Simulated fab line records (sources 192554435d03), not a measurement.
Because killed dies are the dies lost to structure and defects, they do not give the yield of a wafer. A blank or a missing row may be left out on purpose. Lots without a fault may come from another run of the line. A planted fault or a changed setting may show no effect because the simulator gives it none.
fab line records	flow n5-finfet
record lots=10	wafers=30	last-day=18
route steps=1938 shown SD_EPI_P@305 SD_ACTIVATION@334 ILD0@340 BEOL_M4@1111 PASSIVATION@1936
lots that met no fault: from a run of the same line without faults
start-h: hours from the record's first day to the start of the lot's first wafer shown	wait-h: time in hours since the lot's previous step	" unchanged from the row above	L1.1+2: one row covering several wafers at once	- either no value or no given start	* or withheld: withheld	< > ~ a bound
route shown NAME@n: names a module that has steps shown in the file, with the first one's number in the route	usual: the fault-free wafers' mean and standard deviation	same: alike in all rows	chamber/n: place in a boat	sites: readings site by site	_std_site: standard deviation of those values	_edge_site: inner sites' mean taken away from outer sites' mean	radius-mm: for every site, how far away it sits from the centre of the wafer	mask NAME#n: copy n	behind: the most recent tool/chamber to have shaped the wafer	hold: cause of the lot's hold/its duration in hours/its outcome	device: which transistor (n, p or np) failed to switch	end of line: at the end of the route, the tests of the same wafers	where a step has no rows: the recipe by itself	killed: count of dies lost to structure and defects at first sort (not the wafer's yield)	map: shows each die of a wafer: x if killed, . if not, _ if none is there
set.NAME: the run value of the setting; set.NAME@STEP: its run value at that earlier step	model.NAME: the simulator's own value behind a step, which no gauge read
route steps across a sampled set of lots; one table per step, one row per wafer
services: a tool's chamber out of use, with start hour (start-h, from the record's first day; less than 0 if before it), hours out, and reason
## steps
# step N5_SD_EPI_P_INSPECT_11
# recipe mode=adi	inspect-instrument=macro
# usual raw-defect-count=2.2/1.4
lot.wafer	tool	chamber	start-h	wait-h	raw-defect-count
L183.2	defect-inspect-02	-	55.08	0.0	4
L183.3	"	-	"	"	2
L183.6	"	-	"	"	5
L184.1	defect-inspect-01	-	57.97	0.0	2
L184.3	"	-	"	"	2
L184.5	"	-	"	"	2
L185.2	defect-inspect-02	-	67.61	0.0	1
L185.5	"	-	"	"	2
L185.6	"	-	"	"	2
L186.2	defect-inspect-02	-	70.64	0.0	2
L186.3	"	-	"	"	0
L186.6	"	-	"	"	1
L189.1	defect-inspect-02	-	93.01	0.0	1
L189.4	"	-	"	"	4
L189.5	"	-	"	"	2
L197.1	defect-inspect-01	-	136.69	0.0	0
L197.3	"	-	"	"	1
L197.4	"	-	"	"	2
L202.2	defect-inspect-02	-	168.73	0.0	2
L202.4	"	-	"	"	1
L202.6	"	-	"	"	1
L201.1	defect-inspect-02	-	173.17	0.0	1
L201.2	"	-	"	"	2
L201.3	"	-	"	"	1
L205.1	defect-inspect-02	-	185.62	0.0	3
L205.4	"	-	"	"	0
L205.5	"	-	"	"	3
L206.1	defect-inspect-02	-	193.15	0.0	2
L206.3	"	-	"	"	1
L206.6	"	-	"	"	1
# step N5_SD_EPI_P_PRECLEAN_24
# recipe chemistry=O3/DIW	time-s=45	temp-c=22	o3-ppm=10
# usual bath-heat-duty-pct=2.4/0.42
lot.wafer	tool	chamber	start-h	wait-h	bath-heat-duty-pct
L183.2	wet-bench-06	6	59.72	0.0	2.4
L183.3	"	3	"	"	2.6
L183.6	"	4	"	"	2.5
L184.1	wet-bench-03	6	61.71	0.0	2.6
L184.3	"	3	"	"	1.9
L184.5	"	1	"	"	2.6
L185.2	wet-bench-03	1	72.13	0.0	2.6
L185.5	"	3	"	"	2.3
L185.6	"	2	"	"	3.0
L186.2	wet-bench-03	6	74.32	0.0	3.1
L186.3	"	7	"	"	2.4
L186.6	"	4	"	"	2.2
L189.1	wet-bench-03	0	96.72	0.0	2.8
L189.4	"	3	"	"	1.9
L189.5	"	1	"	"	3.6
L197.1	wet-bench-02	7	140.39	0.0	2.8
L197.3	"	0	"	"	2.5
L197.4	"	2	"	"	2.3
L202.2	wet-bench-02	7	173.26	0.0	2.5
L202.4	"	5	"	"	1.6
L202.6	"	0	"	"	2.6
L201.1	wet-bench-02	2	177.44	0.0	2.0
L201.2	"	1	"	"	2.9
L201.3	"	6	"	"	2.7
L205.1	wet-bench-02	2	189.33	0.0	1.9
L205.4	"	6	"	"	2.6
L205.5	"	0	"	"	1.8
L206.1	wet-bench-03	1	197.69	0.0	2.7
L206.3	"	7	"	"	2.2
L206.6	"	0	"	"	2.7
# step N5_SD_EPI_P_INSPECT_26
# recipe inspect-instrument=darkfield	mode=post-epi
# usual raw-defect-count=180/39
lot.wafer	tool	chamber	start-h	wait-h	raw-defect-count
L183.2	defect-inspect-02	-	59.78	0.0	200
L183.3	"	-	"	"	188
L183.6	"	-	"	"	183
L184.1	defect-inspect-01	-	61.78	0.0	214
L184.3	"	-	"	"	165
L184.5	"	-	"	"	164
L185.2	defect-inspect-02	-	72.20	0.0	169
L185.5	"	-	"	"	162
L185.6	"	-	"	"	173
L186.2	defect-inspect-02	-	74.40	0.0	200
L186.3	"	-	"	"	181
L186.6	"	-	"	"	165
L189.1	defect-inspect-01	-	96.79	0.0	174
L189.4	"	-	"	"	927
L189.5	"	-	"	"	179
L197.1	defect-inspect-02	-	140.46	0.0	119
L197.3	"	-	"	"	169
L197.4	"	-	"	"	128
L202.2	defect-inspect-02	-	173.33	0.0	148
L202.4	"	-	"	"	182
L202.6	"	-	"	"	208
L201.1	defect-inspect-01	-	177.51	0.0	305
L201.2	"	-	"	"	210
L201.3	"	-	"	"	236
L205.1	defect-inspect-01	-	189.40	0.0	142
L205.4	"	-	"	"	167
L205.5	"	-	"	"	141
L206.1	defect-inspect-02	-	197.76	0.0	102
L206.3	"	-	"	"	214
L206.6	"	-	"	"	171
# step N5_SD_ACTIVATION_INSPECT_02
# recipe inspect-instrument=darkfield	mode=post-anneal
# usual raw-defect-count=180/36
lot.wafer	tool	chamber	start-h	wait-h	raw-defect-count
L183.2	defect-inspect-01	-	60.55	0.2	236
L183.3	"	-	"	"	201
L183.6	"	-	"	"	213
L184.1	defect-inspect-02	-	62.54	0.2	193
L184.3	"	-	"	"	143
L184.5	"	-	"	"	138
L185.2	defect-inspect-01	-	72.96	0.2	185
L185.5	"	-	"	"	183
L185.6	"	-	"	"	198
L186.2	defect-inspect-02	-	75.15	0.1	178
L186.3	"	-	"	"	171
L186.6	"	-	"	"	162
L189.1	defect-inspect-01	-	97.66	0.2	181
L189.4	"	-	"	"	919
L189.5	"	-	"	"	170
L197.1	defect-inspect-01	-	141.23	0.2	141
L197.3	"	-	"	"	182
L197.4	"	-	"	"	139
L202.2	defect-inspect-01	-	174.08	0.1	168
L202.4	"	-	"	"	200
L202.6	"	-	"	"	215
L201.1	defect-inspect-02	-	178.26	0.2	253
L201.2	"	-	"	"	184
L201.3	"	-	"	"	222
L205.1	defect-inspect-02	-	190.34	0.2	127
L205.4	"	-	"	"	151
L205.5	"	-	"	"	119
L206.1	defect-inspect-02	-	198.51	0.2	98
L206.3	"	-	"	"	214
L206.6	"	-	"	"	187
# step N5_ILD0_CMP_07
# recipe stop-on=poly-Si	material=SiO2_flowable	t-overpolish-s=1.18	post-cmp-clean=alkaline-brush	down-force-psi=4.1491	platen-rpm=51.796	pad-velocity-m-s=1.0306	target-thk-nm=138.88
# usual motor-current-A=12.7/1.1	pad-life-wafers=1233/500
# same t-overpolish-s=1.18
lot.wafer	tool	chamber	start-h	wait-h	motor-current-A	pad-life-wafers
L183.2	cmp-01	2	63.27	0.0	13.1	918
L183.3	"	3	"	"	13.8	919
L183.6	"	3	"	"	14.1	-
L184.3	cmp-04	0	65.40	0.0	11.6	54
L184.1	"	2	"	"	13.6	56
L184.5	"	0	"	"	11.1	-
L185.2	cmp-03	2	75.73	0.1	14.3	967
L185.6	"	1	"	"	10.2	-
L185.5	"	2	"	"	14.3	-
L186.2	cmp-03	0	77.93	0.1	12.8	985
L186.3	"	1	"	"	11.0	986
L186.6	"	3	"	"	13.5	-
L189.4	cmp-04	0	100.49	0.0	11.8	360
L189.1	"	3	"	"	12.8	363
L189.5	"	0	"	"	11.5	-
L197.3	cmp-04	1	144.16	0.0	12.0	732
L197.4	"	2	"	"	13.7	733
L197.1	"	0	"	"	11.6	735
L202.4	cmp-03	0	176.87	0.1	13.4	1621
L202.2	"	2	"	"	15.6	1623
L202.6	"	3	"	"	13.4	-
L201.3	cmp-01	3	182.53	0.1	13.8	1921
L201.1	"	0	"	"	13.8	1922
L201.2	"	1	"	"	11.5	1923
L205.4	cmp-04	1	194.80	0.1	12.2	1123
L205.1	"	3	"	"	12.9	1125
L205.5	"	0	"	"	11.4	-
L206.1	cmp-03	2	201.63	0.1	14.4	1825
L206.3	"	0	"	"	12.9	1827
L206.6	"	2	"	"	14.2	-
# step N5_ILD0_THK_MEAS_08
# usual thk-nm=139.3/1.1
lot.wafer	tool	chamber	start-h	wait-h	thk-nm
L183.2	film-metro-01	-	63.57	-	138.5
L183.3	"	-	"	"	140.1
L183.6	"	-	"	"	139.1
L184.1	film-metro-02	-	65.69	-	139.6
L184.3	"	-	"	"	139.8
L184.5	"	-	"	"	139.7
L185.2	film-metro-01	-	75.98	-	138.8
L185.5	"	-	"	"	139.1
L185.6	"	-	"	"	139.7
L186.2	film-metro-01	-	78.18	-	140.8
L186.3	"	-	"	"	138.8
L186.6	"	-	"	"	138.3
L189.1	film-metro-02	-	100.79	-	139.6
L189.4	"	-	"	"	140.0
L189.5	"	-	"	"	140.7
L197.1	film-metro-02	-	144.45	-	140.8
L197.3	"	-	"	"	139.1
L197.4	"	-	"	"	140.4
L202.2	film-metro-01	-	177.13	-	140.5
L202.4	"	-	"	"	140.2
L202.6	"	-	"	"	139.5
L201.1	film-metro-01	-	182.78	-	139.7
L201.2	"	-	"	"	139.2
L201.3	"	-	"	"	139.1
L205.1	film-metro-01	-	195.05	-	140.4
L205.4	"	-	"	"	139.6
L205.5	"	-	"	"	141.0
L206.1	film-metro-02	-	201.89	-	139.8
L206.3	"	-	"	"	141.5
L206.6	"	-	"	"	139.6
# step N5_BEOL_M4_RC_MEAS_101
# usual DIBL_N=36.2/1.6	DIBL_P=36.5/1.9	IOFF_N=0.158/0.027	IOFF_P=0.21/0.038	ION_N=675/12	ION_P=464/8.9	SS_N=71.5/0.61	SS_P=73.4/0.59	VT_N=250.4/3	VT_P=-250/3.6
lot.wafer	tool	chamber	start-h	wait-h	DIBL_N[mV/V]	DIBL_P[mV/V]	IOFF_N[nA/um]	IOFF_P[nA/um]	ION_N[uA/um]	ION_P[uA/um]	SS_N[mV/dec]	SS_P[mV/dec]	VT_N[mV]	VT_P[mV]
L184.1	prober-01	0	164.40	0.0	37.7	38.5	0.175	0.26	683	474	72.3	74.0	251.0	-247
L184.3	"	0	"	"	36.3	36.5	0.146	0.22	676	472	71.1	73.0	251.9	-250
L184.5	"	0	"	"	38.5	39.0	0.194	0.27	683	468	72.0	74.1	247.4	-245
L183.2	prober-02	0	167.34	0.2	34.3	35.5	0.138	0.19	668	457	70.9	72.3	252.3	-251
L183.3	"	0	"	"	36.1	38.0	0.161	0.24	682	466	71.5	72.9	252.3	-251
L183.6	"	0	"	"	36.9	38.7	0.184	0.25	688	465	72.0	73.2	249.9	-246
L185.2	prober-01	0	170.34	0.2	35.1	35.1	0.140	0.18	670	458	71.4	73.4	250.7	-254
L185.5	"	0	"	"	34.4	34.7	0.130	0.18	663	461	70.9	73.1	255.0	-254
L185.6	"	0	"	"	34.1	33.3	0.114	0.16	656	449	71.2	72.0	254.7	-255
L186.2	prober-01	0	185.63	0.2	36.9	36.6	0.154	0.22	666	461	72.4	73.5	254.4	-251
L186.3	"	0	"	"	38.4	37.3	0.171	0.22	669	461	71.9	74.1	251.4	-252
L186.6	"	0	"	"	36.7	35.5	0.148	0.20	670	458	71.7	72.9	253.9	-252
L189.1	prober-01	0	202.49	0.0	37.8	37.8	0.168	0.21	684	461	72.0	73.6	253.7	-250
L189.4	"	0	"	"	38.4	38.4	0.180	0.22	689	461	71.5	74.4	249.0	-250
L189.5	"	0	"	"	39.3	39.3	0.192	0.24	680	463	71.3	74.3	251.1	-253
L197.1	prober-01	0	255.25	0.0	36.2	37.1	0.157	0.25	685	473	70.6	73.1	247.2	-246
L197.3	"	0	"	"	39.3	40.7	0.232	0.31	699	480	72.4	74.5	243.7	-241
L197.4	"	0	"	"	38.4	39.7	0.198	0.31	686	474	71.0	74.5	244.2	-240
L202.2	prober-01	0	276.87	0.2	37.6	39.8	0.205	0.24	676	460	72.9	74.1	246.6	-249
L202.4	"	0	"	"	35.3	38.0	0.153	0.21	669	462	71.9	74.0	252.0	-251
L202.6	"	0	"	"	34.3	36.5	0.132	0.18	658	459	71.9	73.4	253.2	-253
L201.1	prober-01	0	281.24	0.0	35.9	35.2	0.144	0.20	699	475	71.7	73.5	248.9	-250
L201.2	"	0	"	"	37.0	37.2	0.162	0.23	691	467	71.6	74.1	248.4	-251
L201.3	"	0	"	"	38.6	40.1	0.212	0.30	705	488	72.1	74.0	245.7	-242
L206.1	prober-01	0	313.01	0.0	38.4	38.9	0.223	0.30	690	478	73.0	74.6	246.9	-245
L206.3	"	0	"	"	36.2	36.3	0.157	0.23	666	461	71.9	73.7	252.2	-248
L206.6	"	0	"	"	36.0	35.3	0.158	0.21	675	461	71.6	72.9	252.8	-252
L205.1	prober-02	0	320.57	0.0	35.0	34.8	0.149	0.22	664	463	71.1	72.8	250.4	-248
L205.4	"	0	"	"	34.2	34.5	0.141	0.22	686	482	70.4	73.0	249.9	-248
L205.5	"	0	"	"	32.9	33.3	0.116	0.19	666	469	71.3	73.1	252.7	-251
# step N5_PASSIVATION_PROBE_49
# usual defect-limited-yield=91.3/1.7	killed_at_M0_to_M3=33/11	killed_at_M4_up=14/5.5	killed-at-contacts=13/6.5	killed-at-front-end=39/13	killed-at-other=3.4/2.9	killed-dies=103/20	killed-open=69/15	killed-short=32/8.1	sort_bin_5_function=5.1/1.1	sort_bin_6_memory=3.3/0.74	sort_bin_8_speed=0.00/0.014	sort-n-pass=1077/20	sort-yield-pct=91.3/1.7
# same gross-dies=1180	killed-at-back-side=0	sort_bin_4_leakage[%]=0
lot.wafer	tool	chamber	start-h	wait-h	defect-limited-yield[%]	killed_at_M0_to_M3	killed_at_M4_up	killed-at-contacts	killed-at-front-end	killed-at-other	killed-dies	killed-open	killed-short	sort_bin_5_function[%]	sort_bin_6_memory[%]	sort_bin_8_speed[%]	sort-n-pass	sort-yield-pct[%]
L189.1	prober-02	-	314.53	0.0	94.2	23	25	0	20	1	69	51	18	3.0	2.7	0	1111	94.2
L189.4	prober-02	-	314.68	0.2	84.0	23	10	2	151	3	189	36	17	9.8	3.0	0	991	84.0
L189.5	prober-02	-	314.73	0.2	92.7	28	17	2	34	5	86	57	26	4.3	2.7	0	1094	92.7
# killed by level:class
L189.1 BEOL_M4:geometric-particle:open=16 BEOL_M3:geometric-particle:open=6 BEOL_M1:geometric-particle:open=4 BEOL_M2:geometric-particle:open=4 FIN_SAQP:geometric-particle:open=3 STI_FIN_REVEAL:geometric-particle:open=3 GATE_CUT:geometric-particle:open=3 BEOL_M0_SAQP:geometric-particle:open=3
L189.4 SD_EPI_P:unspecified=135 BEOL_M3:geometric-particle:open=7 BEOL_M2:geometric-particle:open=6 FIN_SAQP:geometric-particle:short=4 BEOL_M4:geometric-particle:open=4 BEOL_M1:geometric-particle:open=3 BEOL_M3:geometric-particle:short=3 STARTING-WAFER:geometric-particle:open=3
L189.5 BEOL_M4:geometric-particle:open=8 STI_FIN_REVEAL:geometric-particle:open=7 GATE_CUT:geometric-particle:short=6 BEOL_M3:geometric-particle:open=6 BEOL_M1:geometric-particle:open=5 BEOL_M2:geometric-particle:open=4 PAD_METAL:geometric-particle:short=4 FIN_SAQP:geometric-particle:open=3
## services
tool	chamber	start-h	hours	kind
cmp-04	-	56.32	4.0	pm
cmp-04	-	60.32	-	consumable-replace:conditioner
cmp-04	-	60.32	-	consumable-replace:pad
cmp-03	-	63.78	3.1	repair
cmp-03	-	78.46	2.4	repair
cmp-03	-	84.40	12.4	pm
cmp-03	-	98.44	2.0	repair
cmp-03	-	113.38	2.4	repair
cmp-01	-	139.82	0.6	repair
cmp-01	-	150.76	0.7	repair
cmp-04	-	160.14	5.4	pm
cmp-01	-	174.40	0.5	repair
cmp-01	-	194.96	4.0	pm
## key
first-sign step=N5_SD_EPI_P_INSPECT_26	reading=raw-defect-count	direction=up	sigmas=19	usual=180	struck=927
effect step=N5_SD_ACTIVATION_INSPECT_02	reading=raw-defect-count	direction=up	sigmas=21	usual=180	struck=919
effect step=N5_PASSIVATION_PROBE_49	reading=killed-at-front-end	direction=up	sigmas=8.5	usual=39	struck=151
more-kills-born-at N5_SD_EPI_P_PRECLEAN_24@wet-bench-03=135
met-at N5_SD_EPI_P_PRECLEAN_24
struck-lots L189
struck-wafers L189.4
not-acting-at N5_SD_EPI_P_INSPECT_11,N5_ILD0_CMP_07,N5_ILD0_THK_MEAS_08
onset-between 72.13 96.72
fault kind=chamber-particle-source	tool=wet-bench-03	chamber=3	onset-h=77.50	steps=N5_SD_EPI_P_PRECLEAN_24	rate-per-visit-cm2=1.148	end-h=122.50
